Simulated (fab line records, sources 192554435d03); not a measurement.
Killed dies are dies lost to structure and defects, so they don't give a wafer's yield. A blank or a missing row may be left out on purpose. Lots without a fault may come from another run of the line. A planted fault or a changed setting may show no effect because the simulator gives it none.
fab line records | flow n5_finfet | part 1 of 2: steps 1 to 23 of 31
record lots=5 wafers=15 last_day=17
route steps=1938 shown SD_EPI_N@277 SD_EPI_P@295
lots that met no fault: from a run of the same line without faults
start_h: hours from the record's first day to the start of the lot's first wafer shown | wait_h: hours since the lot's step before | " the same as in the row above | L1.1+2: a row that stands for several wafers | - no value, or no start given | * or withheld: withheld | < > ~ a bound
route shown NAME@n: a module of which the file shows steps, and the number in the route of the first | usual: mean/standard deviation of fault-free wafers | same: alike in all rows | chamber/n: place in a boat | sites: the reading at each site | _std_site: their standard deviation | _edge_site: outer sites' mean less inner sites' | radius_mm: how far each site lies from the wafer's centre | mask NAME#n: copy n | behind: the tool/chamber that last shaped the wafer | hold: why the lot was held/for how many hours/how that ended | device: the transistor (n, p or np) that didn't switch | end of line: the same wafers' tests at the end of the route | a step without rows: its recipe alone | killed: dies lost to structure and defects at the first sort, not the wafer's yield | map: a wafer's dies, x killed, . not, _ none there
set.NAME: the setting as run; set.NAME@STEP: as run at that earlier step | model.NAME: the simulator's own value behind a step, which no gauge read
lots at some steps of the route; a table a step, a row a wafer
services: from which hour (start_h, from the record's first day; less than 0 if before it) a tool's chamber was out of use, for how many hours, and why
## steps
# step N5_SD_EPI_N_ETCHBACK_44
# recipe chemistry=CH3F/O2 mode=anisotropic_etchback target=SiNx target_depth_a=145 stop_on=SiO2 over_etch_frac=0.3 ion_energy_ev=120 pressure_mtorr=30 source_w=395 bias_w=73 Ar_flow_sccm=150 CH3F_flow_sccm=30 O2_flow_sccm=20
# usual drypump_motor_current_A=5.56/0.29 oes_product_au=0.70/0.08 rf_vpp_V=297.9/2.6 showerhead_plenum_p_Torr=2.04/0.058 throttle_valve_pct=16.3/0.33
# columns lot.wafer tool chamber start_h wait_h drypump_motor_current_A oes_product_au rf_hours_counter_h rf_vpp_V showerhead_plenum_p_Torr throttle_valve_pct
L080.2 rie_diel-04 1 86.08 0.0 5.73 0.59 228 298.7 2.06 16.5
L080.5 " 1 " " 5.76 0.59 - 298.4 2.06 16.5
L080.6 " 2 " " 5.63 0.78 - 297.2 2.05 15.8
L082.1 rie_diel-06 1 98.67 0.0 5.33 0.67 105 295.2 1.93 16.5
L082.3 " 2 " " 4.96 0.73 62 294.5 1.95 16.5
L082.6 " 2 " " 5.02 0.73 - 295.3 1.95 16.5
L089.1 rie_diel-03 0 139.83 0.0 5.04 0.78 24 293.4 1.96 16.3
L089.4 " 3 " " 5.65 0.58 248 300.8 2.05 16.9
L089.5 " 0 " " 5.06 0.77 - 292.3 1.96 16.3
L092.4 rie_diel-04 2 157.12 0.1 5.67 0.74 - 299.2 2.04 15.8
L092.5 " 3 " " 5.52 0.77 - 295.7 2.04 15.8
L092.6 " 0 " " 5.41 0.71 - 298.4 2.11 16.5
L094.2 rie_diel-04 3 168.49 0.0 5.54 0.77 31 296.5 2.04 15.8
L094.3 " 0 " " 5.40 0.70 59 297.4 2.11 16.5
L094.6 " 2 " " 5.67 0.74 - 296.9 2.04 15.8
# step N5_SD_EPI_N_ETCH_45
# recipe chemistry=CH3F/O2 target=SiOCN target_depth_a=60 mask_material=SOC ion_energy_ev=60 bias_w=29 pressure_mtorr=15 source_w=410 Ar_flow_sccm=150 CH3F_flow_sccm=30 O2_flow_sccm=20
# usual drypump_motor_current_A=5.56/0.29 oes_product_au=0.82/0.1 rf_vpp_V=127.8/1.1 showerhead_plenum_p_Torr=2.03/0.058 throttle_valve_pct=23.3/0.33
# columns lot.wafer tool chamber start_h wait_h drypump_motor_current_A oes_product_au rf_hours_counter_h rf_vpp_V showerhead_plenum_p_Torr throttle_valve_pct
L080.2 rie_diel-04 1 86.18 0.1 5.76 0.68 228 128.9 2.06 23.5
L080.5 " 1 " " 5.72 0.67 - 128.9 2.06 23.5
L080.6 " 2 " " 5.67 0.92 - 126.9 2.04 22.8
L082.1 rie_diel-06 1 98.77 0.1 5.33 0.79 105 125.9 1.92 23.6
L082.3 " 2 " " 4.99 0.85 62 126.7 1.95 23.5
L082.6 " 2 " " 4.95 0.85 - 125.8 1.95 23.5
L089.1 rie_diel-03 0 139.93 0.1 5.07 0.91 24 125.5 1.96 23.3
L089.4 " 3 " " 5.70 0.68 248 128.0 2.05 23.9
L089.5 " 0 " " 5.07 0.90 - 126.7 1.96 23.3
L092.4 rie_diel-04 2 157.22 0.1 5.65 0.87 - 127.8 2.03 22.8
L092.5 " 3 " " 5.52 0.92 - 127.6 2.03 22.8
L092.6 " 0 " " 5.41 0.83 - 129.7 2.11 23.6
L094.2 rie_diel-04 3 168.59 0.1 5.52 0.91 31 129.3 2.03 22.8
L094.3 " 0 " " 5.41 0.83 59 129.5 2.10 23.6
L094.6 " 2 " " 5.68 0.86 - 127.1 2.03 22.8
# step N5_SD_EPI_N_ETCH_16
# recipe chemistry=CHF3/O2 target=SiO2 target_depth_a=50 mask_material=SOC pressure_mtorr=30 source_w=650 bias_w=170 Ar_flow_sccm=200 CHF3_flow_sccm=50 O2_flow_sccm=5 ion_energy_ev=200
# usual drypump_motor_current_A=5.56/0.29 oes_product_au=0.82/0.1 rf_vpp_V=525/4.3 showerhead_plenum_p_Torr=2.45/0.067 throttle_valve_pct=18.8/0.33
# columns lot.wafer tool chamber start_h wait_h drypump_motor_current_A oes_product_au rf_hours_counter_h rf_vpp_V showerhead_plenum_p_Torr throttle_valve_pct
L080.2 rie_diel-04 1 86.28 0.1 5.76 0.68 228 524 2.48 19.1
L080.5 " 1 " " 5.75 0.69 - 526 2.48 19.1
L080.6 " 2 " " 5.65 0.93 - 525 2.46 18.4
L082.1 rie_diel-06 1 98.87 0.1 5.31 0.80 105 519 2.33 19.1
L082.3 " 2 " " 4.98 0.84 62 522 2.36 19.1
L082.6 " 2 " " 5.02 0.86 - 523 2.36 19.1
L089.1 rie_diel-03 0 140.03 0.1 5.04 0.90 24 516 2.36 18.9
L089.4 " 3 " " 5.65 0.68 248 530 2.47 19.5
L089.5 " 0 " " 5.05 0.89 - 517 2.37 18.9
L092.4 rie_diel-04 2 157.29 0.0 5.68 0.87 - 526 2.46 18.4
L092.5 " 3 " " 5.52 0.92 - 522 2.45 18.4
L092.6 " 0 " " 5.43 0.84 - 523 2.54 19.1
L094.2 rie_diel-04 3 168.69 0.1 5.52 0.91 31 523 2.45 18.4
L094.3 " 0 " " 5.41 0.83 59 526 2.54 19.1
L094.6 " 2 " " 5.68 0.88 - 524 2.45 18.4
# step N5_SD_EPI_N_STRIP_47
# recipe chemistry=CHF3/O2 resist=SiARC rf_frequency_hz=6e+07
# columns lot.wafer tool chamber start_h wait_h
L080.2+5+6 rie_diel-04 1,1,2 86.32 0.0
L082.1+3+6 rie_diel-06 1,2,2 98.91 0.0
L089.1+4+5 rie_diel-03 0,3,0 140.07 0.0
L092.4+5+6 rie_diel-04 2,3,0 157.32 0.0
L094.2+3+6 rie_diel-04 3,0,2 168.73 0.0
# step N5_SD_EPI_N_SD_RECESS_17
# recipe chemistry=HBr/Cl2/O2 target_depth_a=410 mask_material=SOC time_s=23.7 bt_time_s=3 pressure_mtorr=10 icp_w=800 bias_w=112 HBr_flow_sccm=150 Cl2_flow_sccm=80 O2_flow_sccm=12
# usual HBr_flow_sccm=150.0/0.43 drypump_motor_current_A=6.0/0.44 oes_product_au=1.008/0.017 throttle_valve_pct=37.29/0.24
# columns lot.wafer tool chamber start_h wait_h HBr_flow_sccm drypump_motor_current_A oes_product_au rf_hours_counter_h throttle_valve_pct
L080.2 rie_si-05 3 86.35 0.0 150.3 5.9 0.977 16 37.56
L080.5 " 3 " " 150.3 5.8 0.989 - 37.56
L080.6 " 0 " " 150.3 5.4 1.015 - 37.27
L082.1 rie_si-02 3 98.95 0.0 149.9 6.4 0.989 122 37.06
L082.3 " 2 " " 150.0 6.5 1.030 2 36.96
L082.6 " 0 " " 149.7 6.3 1.009 - 37.25
L089.1 rie_si-06 2 140.10 0.0 149.9 6.7 1.010 10 37.30
L089.4 " 3 " " 149.3 6.0 0.985 170 37.31
L089.5 " 3 " " 150.6 6.0 0.980 - 37.29
L092.4 rie_si-02 3 157.34 0.0 150.0 6.4 1.005 123 37.07
L092.5 " 0 " " 149.5 6.2 1.007 - 37.26
L092.6 " 3 " " 150.1 6.4 1.007 - 37.05
L094.2 rie_si-02 2 168.76 0.0 149.5 6.4 1.027 3 36.96
L094.3 " 1 " " 149.8 5.7 1.008 129 37.21
L094.6 " 1 " " 149.8 5.6 1.015 - 37.22
# step N5_SD_EPI_N_STRIP_38
# recipe chemistry=N2/H2 power_w=1000 temp_c=250 h2_frac=0.65 overash_fraction=0.3 pressure_mtorr=withheld n2_flow_sccm=1750 h2_flow_sccm=3250
# usual drypump_motor_current_A=5.8/0.62 heater_power_w=342/27 oes_product_au=0.760/0.011
# columns lot.wafer tool chamber start_h wait_h drypump_motor_current_A heater_power_w oes_product_au rf_hours_counter_h
L080.2 plasma_asher-02 0 86.45 0.1 5.7 314 0.741 36
L080.5 " 0 " " 5.7 331 0.749 -
L080.6 " 1 " " 4.9 383 0.745 -
L082.1 plasma_asher-01 1 99.04 0.1 6.6 329 0.767 95
L082.3 " 0 " " 6.1 326 0.772 -
L082.6 " 1 " " 6.6 325 0.759 -
L089.1 plasma_asher-02 0 140.48 0.3 5.7 326 0.754 45
L089.4 " 1 " " 4.9 378 0.759 -
L089.5 " 0 " " 5.7 325 0.774 -
L092.4 plasma_asher-02 1 157.71 0.3 4.9 388 0.774 -
L092.5 " 1 " " 4.9 380 0.768 -
L092.6 " 0 " " 5.7 320 0.758 -
L094.2 plasma_asher-02 0 168.85 0.1 5.7 334 0.760 56
L094.3 " 0 " " 5.8 331 0.761 -
L094.6 " 0 " " 5.7 335 0.769 -
# step N5_SD_EPI_N_WET_ETCH_43
# recipe chemistry=dHF dilution=withheld time_s=14 target=SiO2 target_depth_a=15 temp_c=25
# columns lot.wafer tool chamber start_h wait_h
L080.2+5+6 wet_bench-05 1,0,2 86.54 -
L082.1+3+6 wet_bench-05 6,3,5 99.13 -
L089.1+4+5 wet_bench-04 2,7,0 140.57 -
L092.4+5+6 wet_bench-03 3,0,7 157.78 -
L094.2+3+6 wet_bench-03 3,0,4 168.94 -
# step N5_SD_EPI_N_STRIP_18
# recipe chemistry=SPM time_s=750 temp_c=130 h2so4_h2o2_vol_ratio=4
# columns lot.wafer tool chamber start_h wait_h
L080.2+5+6 wet_bench-05 1,0,2 86.54 0.0
L082.1+3+6 wet_bench-05 6,3,5 99.13 0.0
L089.1+4+5 wet_bench-04 2,7,0 140.58 0.0
L092.4+5+6 wet_bench-03 3,0,7 157.79 0.0
L094.2+3+6 wet_bench-03 3,0,4 168.95 0.0
# step N5_SD_EPI_N_SRD_20
# recipe dry=ipa_marangoni do_ppb=5 time_s=30 temp_c=23 rinse_liquid=diw
# columns lot.wafer tool chamber start_h wait_h
L080.2+5+6 wet_bench-05 1,0,2 86.75 0.0
L082.1+3+6 wet_bench-05 6,3,5 99.34 0.0
L089.1+4+5 wet_bench-04 2,7,0 140.79 0.0
L092.4+5+6 wet_bench-03 3,0,7 158.00 0.0
L094.2+3+6 wet_bench-03 3,0,4 169.15 0.0
# step N5_SD_EPI_N_PRECLEAN_48
# recipe chemistry=NF3:NH3 afs_cycles=2 temp_c=30 time_s=20 sublimation_temp_c=180 sublimation_time_s=60 pressure_torr=3 rf_power_w=30
# usual sublimation_temp_c=179.99/0.16
# columns lot.wafer tool chamber start_h wait_h sublimation_temp_c
L080.2 epi_rpcvd-02 0 86.86 0.1 179.67
L080.5 " 0 " " 179.83
L080.6 " 0 " " 180.08
L082.1 epi_rpcvd-02 0 99.39 0.0 179.95
L082.3 " 0 " " 180.17
L082.6 " 0 " " 179.91
L089.1 epi_rpcvd-02 0 140.84 0.0 179.79
L089.4 " 0 " " 179.97
L089.5 " 0 " " 180.03
L092.4 epi_rpcvd-04 0 158.29 0.3 180.15
L092.5 " 0 " " 179.81
L092.6 " 0 " " 180.01
L094.2 epi_rpcvd-02 0 169.26 0.1 180.07
L094.3 " 0 " " 180.23
L094.6 " 0 " " 180.29
# step N5_SD_EPI_N_VAPOR_ETCH_50
# recipe chemistry=HCl target=Si temp_c=775 time_s=54 pressure_torr=20 mode=isotropic
# usual throttle_valve_pct=11.80/0.25
# columns lot.wafer tool chamber start_h wait_h throttle_valve_pct
L080.2 epi_rpcvd-02 0 87.19 0.3 11.60
L080.5 " 0 " " 12.01
L080.6 " 0 " " 11.95
L082.1 epi_rpcvd-02 0 99.75 0.3 11.39
L082.3 " 0 " " 11.82
L082.6 " 0 " " 11.66
L089.1 epi_rpcvd-02 0 141.20 0.3 11.58
L089.4 " 0 " " 12.01
L089.5 " 0 " " 11.59
L092.4 epi_rpcvd-04 0 158.65 0.3 11.19
L092.5 " 0 " " 11.63
L092.6 " 0 " " 11.48
L094.2 epi_rpcvd-02 0 169.59 0.3 11.82
L094.3 " 0 " " 12.03
L094.6 " 0 " " 11.76
# step N5_SD_EPI_N_EPI_21
# recipe material=Si:P dopant=P temp_c=680 pressure_torr=255 time_s=690
# usual susceptor_temp_C_max=681.8/0.82
# same epi_growth_time_s=690
# columns lot.wafer tool chamber start_h wait_h susceptor_temp_C_max
L080.2 epi_rpcvd-02 0 87.62 0.4 682.9
L080.5 " 0 " " 682.1
L080.6 " 0 " " 682.6
L082.1 epi_rpcvd-02 0 100.07 0.3 681.5
L082.3 " 0 101.07 1.2 681.7
L082.6 " 0 102.56 2.5 683.3
L089.1 epi_rpcvd-02 0 141.38 0.1 682.9
L089.4 " 0 " " 681.7
L089.5 " 0 " " 682.5
L092.4 epi_rpcvd-04 0 159.89 1.2 681.3
L092.5 " 0 " " 681.2
L092.6 " 0 " " 681.2
L094.2 epi_rpcvd-02 0 170.02 0.4 682.1
L094.3 " 0 " " 683.1
L094.6 " 0 " " 682.2
# step N5_SD_EPI_N_EPI_MEAS_23
# recipe mode=xrd
# usual thk_nm=59.0/1.3
# columns lot.wafer tool chamber start_h wait_h thk_nm
L080.2 film_metro-01 - 89.06 1.2 57.5
L080.5 " - " " 60.5
L080.6 " - " " 59.2
L082.1 film_metro-02 - 103.09 2.5 58.7
L082.3 " - " " 57.7
L082.6 " - " " 58.8
L089.1 film_metro-02 - 143.10 1.4 58.9
L089.4 " - " " 60.5
L089.5 " - " " 60.4
L092.4 film_metro-01 - 161.05 0.8 60.6
L092.5 " - " " 58.3
L092.6 " - " " 60.7
L094.2 film_metro-01 - 171.46 1.2 59.4
L094.3 " - " " 61.1
L094.6 " - " " 60.4
# step N5_SD_EPI_N_PRECLEAN_24
# recipe chemistry=O3/DIW time_s=60 temp_c=22 o3_ppm=10
# usual o3_ppm=10.01/0.085
# columns lot.wafer tool chamber start_h wait_h o3_ppm
L080.2 wet_bench-05 3 89.09 0.0 10.14
L080.5 " 5 " " 9.96
L080.6 " 7 " " 10.07
L082.1 wet_bench-03 4 103.13 0.0 10.05
L082.3 " 6 " " 10.12
L082.6 " 7 " " 9.96
L089.1 wet_bench-03 2 143.13 0.0 10.02
L089.4 " 4 " " 9.93
L089.5 " 6 " " 10.00
L092.4 wet_bench-03 2 161.08 0.0 10.05
L092.5 " 5 " " 10.02
L092.6 " 1 " " 10.08
L094.2 wet_bench-03 1 171.50 0.0 10.14
L094.3 " 4 " " 9.87
L094.6 " 3 " " 9.87
# step N5_SD_EPI_N_SRD_25
# recipe time_s=30 temp_c=23 rinse_liquid=diw dry=ipa_marangoni
# columns lot.wafer tool chamber start_h wait_h
L080.2+5+6 wet_bench-05 3,5,7 89.11 0.0
L082.1+3+6 wet_bench-03 4,6,7 103.15 0.0
L089.1+4+5 wet_bench-03 2,4,6 143.15 0.0
L092.4+5+6 wet_bench-03 2,5,1 161.10 0.0
L094.2+3+6 wet_bench-03 1,4,3 171.52 0.0
# step N5_SD_EPI_N_PRECLEAN_49
# recipe chemistry=NF3:NH3 afs_cycles=1 temp_c=30 time_s=20 sublimation_temp_c=180 sublimation_time_s=60 pressure_torr=3 rf_power_w=30
# usual sublimation_temp_c=179.99/0.17
# columns lot.wafer tool chamber start_h wait_h sublimation_temp_c
L080.2 remote_plasma-02 1 89.21 0.1 179.85
L080.5 " 1 " " 179.63
L080.6 " 1 " " 180.01
L082.1 remote_plasma-01 0 103.20 0.0 179.85
L082.3 " 0 " " 179.96
L082.6 " 0 " " 180.07
L089.1 remote_plasma-02 0 143.20 0.0 179.89
L089.4 " 0 " " 180.17
L089.5 " 0 " " 180.15
L092.4 remote_plasma-01 0 161.23 0.1 180.00
L092.5 " 0 " " 180.00
L092.6 " 0 " " 180.04
L094.2 remote_plasma-02 0 171.59 0.1 179.86
L094.3 " 0 " " 179.75
L094.6 " 0 " " 179.92
# step N5_SD_EPI_N_LINER_46
# recipe material=SiNx target_thk_a=30 temp_c=400 ald_precursor_family=SiH2I2 ald_co_reactant=N2/H2-plasma pressure_torr=2
# usual heater_power_w=841/74
# columns lot.wafer tool chamber start_h wait_h heater_power_w
L080.2 ald_sin-03 2 89.50 0.2 995
L080.5 " 3 " " 793
L080.6 " 0 " " 894
L082.1 ald_sin-03 2 103.46 0.2 1006
L082.3 " 0 " " 877
L082.6 " 1 " " 804
L089.1 ald_sin-02 3 143.41 0.2 844
L089.4 " 0 " " 841
L089.5 " 1 " " 843
L092.4 ald_sin-02 2 161.35 0.1 892
L092.5 " 2 " " 874
L092.6 " 3 " " 874
L094.2 ald_sin-03 3 171.76 0.1 819
L094.3 " 2 " " 974
L094.6 " 3 " " 794
# step N5_SD_EPI_N_INSPECT_26
# recipe inspect_instrument=darkfield mode=post_epi
# usual raw_defect_count=209/40
# columns lot.wafer tool chamber start_h wait_h raw_defect_count
L080.2 defect_inspect-01 - 89.75 0.1 295
L080.5 " - " " 232
L080.6 " - " " 245
L082.1 defect_inspect-01 - 103.71 0.1 184
L082.3 " - " " 242
L082.6 " - " " 274
L089.1 defect_inspect-01 - 143.66 0.1 188
L089.4 " - " " 129
L089.5 " - " " 168
L092.4 defect_inspect-02 - 161.60 0.1 179
L092.5 " - " " 246
L092.6 " - " " 260
L094.2 defect_inspect-01 - 172.01 0.1 148
L094.3 " - " " 181
L094.6 " - " " 130
# step N5_SD_EPI_P_COAT_34
# recipe resist=SOC temp_c=250 time_s=60 spin_rpm=1500 resist_thk_nm=350
# usual spin_speed_rpm=1500.1/0.92
# columns lot.wafer tool chamber start_h wait_h spin_speed_rpm
L080.2 litho_track-02 0 89.78 0.0 1499.5
L080.5 " 0 " " 1499.2
L080.6 " 0 " " 1499.0
L082.1 litho_track-03 0 103.74 0.0 1500.7
L082.3 " 0 " " 1499.7
L082.6 " 0 " " 1500.7
L089.1 litho_track-02 0 143.69 0.0 1499.5
L089.4 " 0 " " 1500.1
L089.5 " 0 " " 1499.7
L092.4 litho_track-03 0 161.63 0.0 1498.6
L092.5 " 0 " " 1501.5
L092.6 " 0 " " 1499.3
L094.2 litho_track-05 0 172.05 0.0 1499.3
L094.3 " 0 " " 1500.6
L094.6 " 0 " " 1500.5
# step N5_SD_EPI_P_COAT_35
# recipe resist=SiARC temp_c=220 time_s=60 spin_rpm=1500 resist_thk_nm=35
# usual spin_speed_rpm=1499.9/1.1
# columns lot.wafer tool chamber start_h wait_h spin_speed_rpm
L080.2 litho_track-02 0 - - 1498.4
L080.5 " 0 " " 1499.7
L080.6 " 0 " " 1499.5
L082.1 litho_track-03 0 - - 1499.6
L082.3 " 0 " " 1501.5
L082.6 " 0 " " 1501.0
L089.1 litho_track-02 0 - - 1500.4
L089.4 " 0 " " 1499.3
L089.5 " 0 " " 1501.9
L092.4 litho_track-03 0 - - 1499.5
L092.5 " 0 " " 1501.4
L092.6 " 0 " " 1500.6
L094.2 litho_track-05 0 - - 1501.7
L094.3 " 0 " " 1499.0
L094.6 " 0 " " 1500.6
# step N5_SD_EPI_P_COAT_03
# recipe resist=CAR-ArF-block spin_rpm=1500 resist_thk_nm=150
# usual spin_speed_rpm=1500.2/0.85
# columns lot.wafer tool chamber start_h wait_h spin_speed_rpm
L080.2 litho_track-02 0 - - 1501.0
L080.5 " 0 " " 1499.8
L080.6 " 0 " " 1500.1
L082.1 litho_track-03 0 - - 1500.2
L082.3 " 0 " " 1499.4
L082.6 " 0 " " 1499.4
L089.1 litho_track-02 0 - - 1500.1
L089.4 " 0 " " 1500.8
L089.5 " 0 " " 1501.4
L092.4 litho_track-03 0 - - 1500.7
L092.5 " 0 " " 1499.6
L092.6 " 0 " " 1499.1
L094.2 litho_track-05 0 - - 1500.9
L094.3 " 0 " " 1500.2
L094.6 " 0 " " 1502.4
# step N5_SD_EPI_P_EBR_05
# recipe solvent=PGMEA ebr_width_mm=1.5
# columns lot.wafer tool chamber start_h wait_h
L080.2+5+6 litho_track-02 0 - -
L082.1+3+6 litho_track-03 0 - -
L089.1+4+5 litho_track-02 0 - -
L092.4+5+6 litho_track-03 0 - -
L094.2+3+6 litho_track-05 0 - -
# step N5_SD_EPI_P_SOFTBAKE_04
# recipe temp_c=110 time_s=60 resist=CAR-ArF-block
# columns lot.wafer tool chamber start_h wait_h
L080.2+5+6 litho_track-02 0 - -
L082.1+3+6 litho_track-03 0 - -
L089.1+4+5 litho_track-02 0 - -
L092.4+5+6 litho_track-03 0 - -
L094.2+3+6 litho_track-05 0 - -
